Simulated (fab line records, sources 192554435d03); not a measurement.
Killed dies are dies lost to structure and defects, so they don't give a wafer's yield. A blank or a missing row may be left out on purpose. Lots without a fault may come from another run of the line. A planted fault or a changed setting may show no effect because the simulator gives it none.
fab line records | flow n5_finfet
record lots=7 wafers=39
route steps=1938 shown BEOL_M4@1070 BEOL_M7@1267
start_h: hours from the record's first day to the start of the lot's first wafer shown | wait_h: hours since the lot's step before | " the same as in the row above | L1.1+2: a row that stands for several wafers | - no value, or no start given | * or withheld: withheld | < > ~ a bound
route shown NAME@n: a module of which the file shows steps, and the number in the route of the first | usual: mean/standard deviation of fault-free wafers | same: alike in all rows | chamber/n: place in a boat | sites: the reading at each site | _std_site: their standard deviation | _edge_site: outer sites' mean less inner sites' | radius_mm: how far each site lies from the wafer's centre | mask NAME#n: copy n | behind: the tool/chamber that last shaped the wafer | hold: why the lot was held/for how many hours/how that ended | device: the transistor (n, p or np) that didn't switch | end of line: the same wafers' tests at the end of the route | a step without rows: its recipe alone | killed: dies lost to structure and defects at the first sort, not the wafer's yield | map: a wafer's dies, x killed, . not, _ none there
set.NAME: the setting as run; set.NAME@STEP: as run at that earlier step | model.NAME: the simulator's own value behind a step, which no gauge read
lots whose settings were changed on purpose; a table a step, a row a wafer
## steps
# step N5_BEOL_M4_TRENCH_ETCH_37
# recipe chemistry=C4F6/O2 target_depth_a=555.55 target=SiOC time_s=29.2 ion_energy_ev=250 pressure_mtorr=30 source_w=355 bias_w=185 Ar_flow_sccm=300 C4F6_flow_sccm=10 O2_flow_sccm=10
# columns lot.wafer tool chamber start_h wait_h set.target_depth_a model.BEOL_M4.feature_depth_nm model.etch.depth_nm
L080.1 rie_diel-04 2 - - 470.2 48.2 48.14
L080.2 " 1 " " 555.55 56.2 56.2
L080.3 " 3 " " 555.55 55 54.98
L080.4 " 0 " " 555.55 56.4 56.36
L080.5 " 1 " " 470.2 47.8 47.71
L080.6 " 0 " " 470.2 47.6 47.63
L081.1 rie_diel-04 0 - - 555.55 56 55.91
L081.2 " 3 " " 669.1 66.2 66.17
L081.3 " 1 " " 669.1 68 67.91
L081.4 " 2 " " 669.1 67.8 67.75
L081.5 " 3 " " 555.55 55.4 55.32
L081.6 " 2 " " 555.55 56.2 56.21
L082.1 rie_diel-03 2 - - 464.6 45.8 45.71
L082.2 " 0 " " 555.55 53.6 53.55
L082.3 " 1 " " 464.6 45.6 45.61
L082.4 " 3 " " 464.6 49.2 49.11
L082.5 " 1 " " 555.55 54.4 54.44
L082.6 " 0 " " 555.55 54 54.06
L083.1 rie_diel-04 3 - - 555.55 55.2 55.18
L083.2 " 1 " " 555.55 56.6 56.56
L083.3 " 0 " " 660.3 66.6 66.62
L083.4 " 1 " " 555.55 56 56.07
L083.5 " 0 " " 660.3 67.6 67.51
L083.6 " 3 " " 660.3 65.4 65.4
L085.1 rie_diel-03 1 - - 555.55 55.4 55.5
L085.5 " 1 " " 555.55 55.2 55.11
L085.6 " 2 " " 555.55 57.8 57.78
L086.1 rie_diel-04 1 - - 555.55 56.2 56.28
L086.2 " 2 " " 555.55 57.2 57.11
L086.3 " 0 " " 738.6 75.8 75.79
L086.4 " 0 " " 555.55 56.8 56.76
L086.5 " 2 " " 738.6 75.4 75.39
L086.6 " 1 " " 738.6 75.2 75.2
L089.1 rie_diel-03 1 - - 555.55 55.4 55.34
L089.2 " 2 " " 706.1 73.6 73.59
L089.3 " 3 " " 555.55 58.4 58.38
L089.4 " 0 " " 706.1 69.2 69.15
L089.5 " 0 " " 555.55 53.8 53.82
L089.6 " 3 " " 706.1 74 74.08
# step N5_BEOL_M4_ETCH_41
# recipe chemistry=CH3F/O2 target=SiCN target_depth_a=299 taper_deg=2 time_s=52.5 ion_energy_ev=120 mask_material=TiN pressure_mtorr=30 source_w=395 bias_w=75 Ar_flow_sccm=150 CH3F_flow_sccm=30 O2_flow_sccm=20
# step N5_BEOL_M4_STRIP_97
# recipe chemistry=N2/H2 time_s=10 power_w=450 temp_c=40 pressure_mtorr=20 rf_frequency_hz=6e+07 bias_power_w=7 n2_flow_sccm=200 h2_flow_sccm=200
# step N5_BEOL_M4_OCD_MEAS_38
# usual trench_depth_nm=55.8/1.6
# columns lot.wafer tool chamber start_h wait_h set.target_depth_a@BEOL_M4_TRENCH_ETCH_37 trench_depth_nm
L080.1 ocd-02 - 195.47 - 470.2 48.1
L080.2 " - " " 555.55 56.5
L080.3 " - " " 555.55 55.1
L080.4 " - " " 555.55 56.1
L080.5 " - " " 470.2 48.1
L080.6 " - " " 470.2 47.7
L081.1 ocd-02 - 201.07 - 555.55 56.2
L081.2 " - " " 669.1 66.4
L081.3 " - " " 669.1 68.0
L081.4 " - " " 669.1 68.4
L081.5 " - " " 555.55 55.5
L081.6 " - " " 555.55 55.7
L082.1 ocd-01 - 207.67 - 464.6 45.9
L082.2 " - " " 555.55 53.1
L082.3 " - " " 464.6 45.3
L082.4 " - " " 464.6 49.1
L082.5 " - " " 555.55 54.5
L082.6 " - " " 555.55 54.4
L083.1 ocd-02 - 207.79 - 555.55 55.0
L083.2 " - " " 555.55 56.6
L083.3 " - " " 660.3 66.8
L083.4 " - " " 555.55 56.3
L083.5 " - " " 660.3 67.2
L083.6 " - " " 660.3 65.9
L085.1 ocd-02 - 245.38 - 555.55 55.8
L085.5 " - " " 555.55 55.0
L085.6 " - " " 555.55 57.8
L086.1 ocd-02 - 245.65 - 555.55 56.5
L086.2 " - " " 555.55 57.3
L086.3 " - " " 738.6 76.1
L086.4 " - " " 555.55 57.2
L086.5 " - " " 738.6 75.3
L086.6 " - " " 738.6 75.2
L089.1 ocd-01 - 264.09 - 555.55 55.7
L089.2 " - " " 706.1 73.4
L089.3 " - " " 555.55 58.3
L089.4 " - " " 706.1 69.4
L089.5 " - " " 555.55 54.1
L089.6 " - " " 706.1 74.0
# step N5_BEOL_M4_HM_STRIP_39
# recipe chemistry=peroxide_tin_strip material=TiN target_depth_a=250 temp_c=50 time_s=158
# step N5_BEOL_M4_SRD_40
# recipe time_s=30 temp_c=23 rinse_liquid=diw dry=ipa_marangoni
# step N5_BEOL_M4_ECD_50
# recipe material=Cu target_thk_a=3000
# step N5_BEOL_M4_ANNEAL_51
# recipe temp_c=225 time_s=90 ambient=N2
# step N5_BEOL_M4_CMP_52
# recipe stop_on=SiOC t_overpolish_s=6.8 down_force_psi=1 platen_rpm=50 clearing_platen_down_force_psi=1.5 clearing_platen_rpm=50 post_cmp_clean=cu_alkaline target_thk_nm=40 clearing_platen_pad_velocity_m_s=0.99484 pad_velocity_m_s=0.99484
# columns lot.wafer tool chamber start_h wait_h set.target_depth_a@BEOL_M4_TRENCH_ETCH_37 model.Cu_of_BEOL_M4_ECD_50.thk_nm
L080.4 cmp-03 1 199.24 0.1 555.55 43.2
L080.2 " 2 " " 555.55 41
L080.1+5 " 3,2 " " 470.2 31.2
L080.3 " 0 " " 555.55 39.2
L080.6 " 1 " " 470.2 32.8
L081.4 cmp-04 0 204.48 0.2 669.1 54.6
L081.2 " 1 " " 669.1 51.8
L081.1 " 2 " " 555.55 41.8
L081.3 " 3 " " 669.1 54
L081.5 " 0 " " 555.55 42.4
L081.6 " 1 " " 555.55 41
L082.3 cmp-01 2 211.74 0.2 464.6 27.8
L082.2 " 3 " " 555.55 39
L082.1 " 0 " " 464.6 28.2
L082.4 " 1 " " 464.6 32.6
L082.6 " 2 " " 555.55 37.8
L082.5 " 3 " " 555.55 38.8
L083.1 cmp-01 0 215.65 0.3 555.55 36
L083.2 " 1 " " 555.55 39.2
L083.3 " 2 " " 660.3 49.2
L083.4 " 3 " " 555.55 39.6
L083.6 " 0 " " 660.3 47.2
L083.5 " 1 " " 660.3 51.6
L086.3 cmp-04 1 248.87 0.2 738.6 61.8
L086.4 " 2 " " 555.55 43.4
L086.1 " 3 " " 555.55 41.8
L086.2 " 0 " " 555.55 42.8
L086.6 " 1 " " 738.6 61.2
L086.5 " 2 " " 738.6 61
L085.1 cmp-03 2 248.90 0.3 555.55 39.4
L085.6 " 1 " " 555.55 45.4
L085.5 " 2 " " 555.55 38.4
L089.4 cmp-04 1 267.34 0.1 706.1 54.2
L089.2 " 2 " " 706.1 59.2
L089.1 " 3 " " 555.55 42.2
L089.3 " 0 " " 555.55 45.2
L089.5 " 1 " " 555.55 40
L089.6 " 2 " " 706.1 59.8
# step N5_BEOL_M4_THK_MEAS_53
# recipe thk_meas_gauge=xrf reads=Cu_of_BEOL_M4_ECD_50
# usual M4_THK=41.4/2.4
# columns lot.wafer tool chamber start_h wait_h set.target_depth_a@BEOL_M4_TRENCH_ETCH_37 M4_THK[nm]
L080.1 film_metro-02 - 199.53 - 470.2 32.3
L080.2 " - " " 555.55 42.0
L080.3 " - " " 555.55 40.2
L080.4 " - " " 555.55 44.1
L080.5 " - " " 470.2 32.1
L080.6 " - " " 470.2 33.5
L081.1 film_metro-02 - 204.77 - 555.55 42.8
L081.2 " - " " 669.1 53.1
L081.3 " - " " 669.1 55.2
L081.4 " - " " 669.1 56.2
L081.5 " - " " 555.55 43.6
L081.6 " - " " 555.55 41.9
L082.1 film_metro-02 - 212.04 - 464.6 29.1
L082.2 " - " " 555.55 40.4
L082.3 " - " " 464.6 28.6
L082.4 " - " " 464.6 33.7
L082.5 " - " " 555.55 40.2
L082.6 " - " " 555.55 39.2
L083.1 film_metro-01 - 215.95 - 555.55 37.1
L083.2 " - " " 555.55 40.3
L083.3 " - " " 660.3 50.5
L083.4 " - " " 555.55 40.6
L083.5 " - " " 660.3 53.1
L083.6 " - " " 660.3 48.3
L085.1 film_metro-01 - 249.15 - 555.55 40.3
L085.5 " - " " 555.55 39.5
L085.6 " - " " 555.55 46.4
L086.1 film_metro-02 - 249.17 - 555.55 43.1
L086.2 " - " " 555.55 44.0
L086.3 " - " " 738.6 63.1
L086.4 " - " " 555.55 44.7
L086.5 " - " " 738.6 62.4
L086.6 " - " " 738.6 63.3
L089.1 film_metro-01 - 267.63 - 555.55 43.3
L089.2 " - " " 706.1 61.0
L089.3 " - " " 555.55 46.3
L089.4 " - " " 706.1 55.6
L089.5 " - " " 555.55 41.3
L089.6 " - " " 706.1 61.1
# step N5_BEOL_M4_PRE_CLEAN_60
# recipe gas=NH3/H2 time_s=15 temp_c=* rf_power_w=300
# step N5_BEOL_M4_CO_CAP_55
# recipe material=Co target_thk_a=20 temp_c=200 precursor=CCTBA/H2 pressure_torr=30 time_s=102.1
# step N5_BEOL_M4_PRE_CLEAN_56
# recipe gas=NH3 time_s=15 temp_c=withheld rf_power_w=300
# step N5_BEOL_M4_DEP_57
# recipe material=SiCN target_thk_a=80 temp_c=withheld precursor=3MS/NH3 pressure_torr=3 rf_w=202 time_s=14
# step N5_BEOL_M4_RS_MEAS_58
# recipe thk_meas_gauge=four-point-probe reads=Co_of_BEOL_M4_CO_CAP_55+Cu_of_BEOL_M4_ECD_50+Co_of_BEOL_M4_CVD_47+TaN_of_BEOL_M4_ALD_84
# usual M4_RS=0.66/0.049
# columns lot.wafer tool chamber start_h wait_h set.target_depth_a@BEOL_M4_TRENCH_ETCH_37 M4_RS[ohm/sq]
L080.1 film_metro-01 - 199.79 0.0 470.2 0.92
L080.2 " - " " 555.55 0.64
L080.3 " - " " 555.55 0.69
L080.4 " - " " 555.55 0.60
L080.5 " - " " 470.2 0.92
L080.6 " - " " 470.2 0.86
L081.1 film_metro-02 - 205.06 0.1 555.55 0.63
L081.2 " - " " 669.1 0.48
L081.3 " - " " 669.1 0.46
L081.4 " - " " 669.1 0.45
L081.5 " - " " 555.55 0.62
L081.6 " - " " 555.55 0.65
L082.1 film_metro-01 - 212.30 0.0 464.6 1.06
L082.2 " - " " 555.55 0.69
L082.3 " - " " 464.6 1.08
L082.4 " - " " 464.6 0.87
L082.5 " - " " 555.55 0.69
L082.6 " - " " 555.55 0.72
L083.1 film_metro-01 - 216.21 0.0 555.55 0.76
L083.2 " - " " 555.55 0.69
L083.3 " - " " 660.3 0.51
L083.4 " - " " 555.55 0.68
L083.5 " - " " 660.3 0.48
L083.6 " - " " 660.3 0.54
L085.1 film_metro-01 - 249.41 0.0 555.55 0.68
L085.5 " - " " 555.55 0.70
L085.6 " - " " 555.55 0.57
L086.1 film_metro-02 - 249.43 0.0 555.55 0.63
L086.2 " - " " 555.55 0.62
L086.3 " - " " 738.6 0.39
L086.4 " - " " 555.55 0.60
L086.5 " - " " 738.6 0.39
L086.6 " - " " 738.6 0.39
L089.1 film_metro-01 - 267.89 0.0 555.55 0.62
L089.2 " - " " 706.1 0.41
L089.3 " - " " 555.55 0.57
L089.4 " - " " 706.1 0.46
L089.5 " - " " 555.55 0.67
L089.6 " - " " 706.1 0.40
# step N5_BEOL_M7_HM_DEP_02
# recipe material=TiN target_thk_a=200 temp_c=25 chamber_pressure_pa=0.49996
# columns lot.wafer tool chamber start_h wait_h set.target_thk_a model.TiN_of_BEOL_M7_HM_DEP_02.thk_nm
L080.1+3 pvd_sputter-03 - 220.38 0.4 200 20.2
L080.2+4+6 " - " " 200 20
L080.5 " - " " 200 20.4
L081.1+5 pvd_sputter-01 - 223.76 1.6 105.6 10.2
L081.2 " - " " 200 19.6
L081.3 " - " " 200 20
L081.4 " - " " 105.6 10.4
L081.6 " - " " 200 19.8
L082.1 pvd_sputter-03 - 231.07 0.0 200 20.6
L082.2+6 " - " " 200 20.4
L082.3+4+5 " - " " 200 20.2
L083.1+2+6 pvd_sputter-01 - 235.96 0.4 200 20
L083.3+4+5 " - " " 200 19.8
L086.1+6 pvd_sputter-01 - 272.57 0.6 147 14.8
L086.2 " - " " 200 19.8
L086.3+5 " - " " 200 20
L086.4 " - " " 147 14.6
L085.1+5+6 pvd_sputter-01 - 273.31 0.0 200 20
L089.1+5 pvd_sputter-01 - 292.09 0.4 240.9 24.2
L089.2+3 " - " " 200 20.4
L089.4 " - " " 200 20.2
L089.6 " - " " 240.9 24.6
# step N5_BEOL_M7_COAT_59
# recipe resist=SOC temp_c=250 time_s=60 spin_rpm=1500 resist_thk_nm=100
# step N5_BEOL_M7_COAT_60
# recipe resist=SiARC temp_c=220 time_s=60 spin_rpm=1500 resist_thk_nm=35
# step N5_BEOL_M7_STRIP_68
# recipe chemistry=N2/H2 temp_c=40 n2_flow_sccm=200 h2_flow_sccm=200 rf_frequency_hz=6e+07
# step N5_BEOL_M7_STRIP_67
# recipe chemistry=CF4 resist=SiARC power_w=300 bias_power_w=75 pressure_mtorr=50 cf4_flow_sccm=150 rf_frequency_hz=6e+07
# step N5_BEOL_M7_HM_OPEN_17
# recipe chemistry=Cl2/BCl3 target_depth_a=200 overetch_a=60 target=TiN mask_material=SOC ion_energy_ev=150 pressure_mtorr=10 icp_w=1000 bias_w=126 Cl2_flow_sccm=53.25 bcl3_flow_sccm=21.75 Ar_flow_sccm=25
# columns lot.wafer tool chamber start_h wait_h set.target_thk_a@BEOL_M7_HM_DEP_02 model.etch.depth_nm
L080.1 rie_metal-02 1 221.24 0.0 200 20.15
L080.2 " 1 " " 200 20.01
L080.3 " 1 " " 200 20.3
L080.4 " 1 " " 200 20.1
L080.5 " 1 " " 200 20.43
L080.6 " 1 " " 200 19.98
L081.1 rie_metal-03 1 224.67 0.0 105.6 10.21
L081.2 " 0 " " 200 19.7
L081.3 " 0 " " 200 19.92
L081.4 " 1 " " 105.6 10.46
L081.5 " 1 " " 105.6 10.12
L081.6 " 0 " " 200 19.71
L082.1 rie_metal-03 0 231.95 0.0 200 20.55
L082.2 " 1 " " 200 20.45
L082.3 " 0 " " 200 20.17
L082.4 " 1 " " 200 20.24
L082.5 " 1 " " 200 20.15
L082.6 " 0 " " 200 20.33
L083.1 rie_metal-03 0 236.70 0.0 200 19.94
L083.2 " 1 " " 200 19.98
L083.3 " 1 " " 200 19.87
L083.4+5 " 0,1 " " 200 19.75
L083.6 " 0 " " 200 20
L086.1 rie_metal-03 1 273.31 0.0 147 14.71
L086.2 " 0 " " 200 19.79
L086.3 " 1 " " 200 20.09
L086.4 " 0 " " 147 14.6
L086.5 " 1 " " 200 19.94
L086.6 " 0 " " 147 14.77
L085.1 rie_metal-01 1 274.18 0.0 200 20.01
L085.5 " 1 " " 200 19.93
L085.6 " 0 " " 200 19.99
L089.1 rie_metal-01 1 292.95 0.0 240.9 24.22
L089.2 " 0 " " 200 20.34
L089.3 " 0 " " 200 20.39
L089.4 " 1 " " 200 20.12
L089.5 " 1 " " 240.9 24.27
L089.6 " 0 " " 240.9 24.51
## key
split step=N5_BEOL_M4_TRENCH_ETCH_37 setting=target_depth_a stated=555.55 by=wafer
response step=N5_BEOL_M4_TRENCH_ETCH_37 reading=model.BEOL_M4.feature_depth_nm change=+0.56 per=1% r=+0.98
response step=N5_BEOL_M4_TRENCH_ETCH_37 reading=model.etch.depth_nm change=+0.561 per=1% r=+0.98
response step=N5_BEOL_M4_OCD_MEAS_38 reading=trench_depth_nm change=+0.559 per=1% r=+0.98
response step=N5_BEOL_M4_CMP_52 reading=model.Cu_of_BEOL_M4_ECD_50.thk_nm change=+0.571 per=1% r=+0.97
response step=N5_BEOL_M4_THK_MEAS_53 reading=M4_THK change=+0.584 per=1% r=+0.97
response step=N5_BEOL_M4_RS_MEAS_58 reading=M4_RS change=-0.00931 per=1% r=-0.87
split step=N5_BEOL_M7_HM_DEP_02 setting=target_thk_a stated=200 by=wafer
response step=N5_BEOL_M7_HM_DEP_02 reading=model.TiN_of_BEOL_M7_HM_DEP_02.thk_nm change=+0.2 per=1% r=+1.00
response step=N5_BEOL_M7_HM_OPEN_17 reading=model.etch.depth_nm change=+0.2 per=1% r=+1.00
